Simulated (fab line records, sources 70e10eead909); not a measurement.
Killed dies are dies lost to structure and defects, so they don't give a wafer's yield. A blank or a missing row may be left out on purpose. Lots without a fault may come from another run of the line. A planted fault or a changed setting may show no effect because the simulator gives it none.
Chamber matching | flow nand_harc | NHARC_A_STAIRCASE_TRIM_20 on rie_diel-02: 4 sister chambers
The step chemistry O2, time 211.2 s. 30 wafers are shown with their chamber, then 12 later ones without.

WAFERS WITH THEIR CHAMBER
wafer  | chamber | showerhead_plenum_p_Torr (Torr) | throttle_valve_pct (%) | oes_product_au (a.u.)
L075.1 | 0       | 3.47                            | 17.035                 | 1.006
L075.3 | 1       | 3.58                            | 17.055                 | 1.013
L075.6 | 2       | 3.38                            | 17.035                 | 1.002
L076.2 | 0       | 3.47                            | 17.038                 | 1.020
L076.3 | 2       | 3.37                            | 17.036                 | 1.007
L076.4 | 3       | 3.61                            | 17.038                 | 1.011
L079.4 | 0       | 3.47                            | 17.029                 | 0.981
L079.5 | 2       | 3.37                            | 17.038                 | 0.993
L079.6 | 1       | 3.58                            | 17.024                 | 0.998
L081.2 | 1       | 3.57                            | 17.032                 | 0.998
L081.5 | 1       | 3.58                            | 17.035                 | 1.008
L081.6 | 2       | 3.37                            | 17.037                 | 0.997
L083.1 | 0       | 3.46                            | 17.010                 | 0.998
L083.3 | 2       | 3.37                            | 17.034                 | 0.979
L083.5 | 1       | 3.57                            | 17.048                 | 1.003
L082.1 | 0       | 3.46                            | 17.023                 | 0.999
L082.4 | 2       | 3.37                            | 17.050                 | 0.976
L082.5 | 1       | 3.57                            | 17.030                 | 0.994
L085.1 | 2       | 3.36                            | 17.034                 | 0.988
L085.3 | 0       | 3.46                            | 17.026                 | 0.999
L085.5 | 1       | 3.57                            | 17.031                 | 1.001
L086.1 | 1       | 3.57                            | 17.054                 | 1.002
L086.5 | 3       | 3.59                            | 17.047                 | 1.003
L086.6 | 0       | 3.46                            | 17.032                 | 0.995
L089.3 | 0       | 3.45                            | 17.025                 | 1.000
L089.4 | 1       | 3.57                            | 17.014                 | 1.005
L089.5 | 1       | 3.57                            | 17.047                 | 1.010
L094.1 | 3       | 3.59                            | 17.040                 | 1.002
L094.3 | 0       | 3.45                            | 17.019                 | 1.001
L094.6 | 2       | 3.36                            | 17.036                 | 1.001

SIGNATURES (means of the wafers above)
reading                  | chamber 0 | chamber 1 | chamber 2 | chamber 3 | scatter within a chamber
showerhead_plenum_p_Torr | 3.4611    | 3.5730    | 3.3687    | 3.5967    | 0.00694
throttle_valve_pct       | 17.02633  | 17.03700  | 17.03750  | 17.04167  | 0.00974
oes_product_au           | 0.99989   | 1.00320   | 0.99287   | 1.00533   | 0.0089
Rule: a wafer's distance from a chamber is the root of the sum, over the readings, of the square of ((its reading less the chamber's mean) divided by the reading's scatter). The wafer belongs to the nearest chamber; if the next one is less than 2 further off, it can't be placed. The scatter: the root of (the sum of the squares of (reading less its chamber's mean) over the shown wafers, divided by (wafers less chambers)).

WAFERS WITHOUT THEIR CHAMBER
wafer  | showerhead_plenum_p_Torr (Torr) | throttle_valve_pct (%) | oes_product_au (a.u.)
L092.1 | 3.56                            | 17.033                 | 0.999
L092.2 | 3.59                            | 17.016                 | 1.012
L092.6 | 3.45                            | 17.043                 | 1.007
L095.4 | 3.56                            | 17.041                 | 0.990
L095.5 | 3.45                            | 17.038                 | 1.015
L095.6 | 3.58                            | 17.050                 | 1.007
L097.3 | 3.44                            | 17.034                 | 1.001
L097.4 | 3.58                            | 17.038                 | 1.004
L097.6 | 3.44                            | 17.025                 | 0.996
L097.1 | 3.35                            | 17.044                 | 1.014
L097.2 | 3.56                            | 17.028                 | 0.995
L097.5 | 3.58                            | 17.025                 | 1.005

WHICH CHAMBER EACH WENT THROUGH
wafer  | from the rows above     | in truth
L092.1 | 1                       | 1
L092.2 | can't be placed: 3 or 1 | 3
L092.6 | 0                       | 0
L095.4 | 1                       | 1
L095.5 | 0                       | 0
L095.6 | can't be placed: 1 or 3 | 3
L097.3 | 0                       | 0
L097.4 | can't be placed: 1 or 3 | 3
L097.6 | 0                       | 0
L097.1 | 2                       | 2
L097.2 | 1                       | 1
L097.5 | can't be placed: 1 or 3 | 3
Placed correctly: 8 of 12. Can't be placed from these rows: 4 (the true chamber is among the candidates in 4). Placed wrongly: 0.
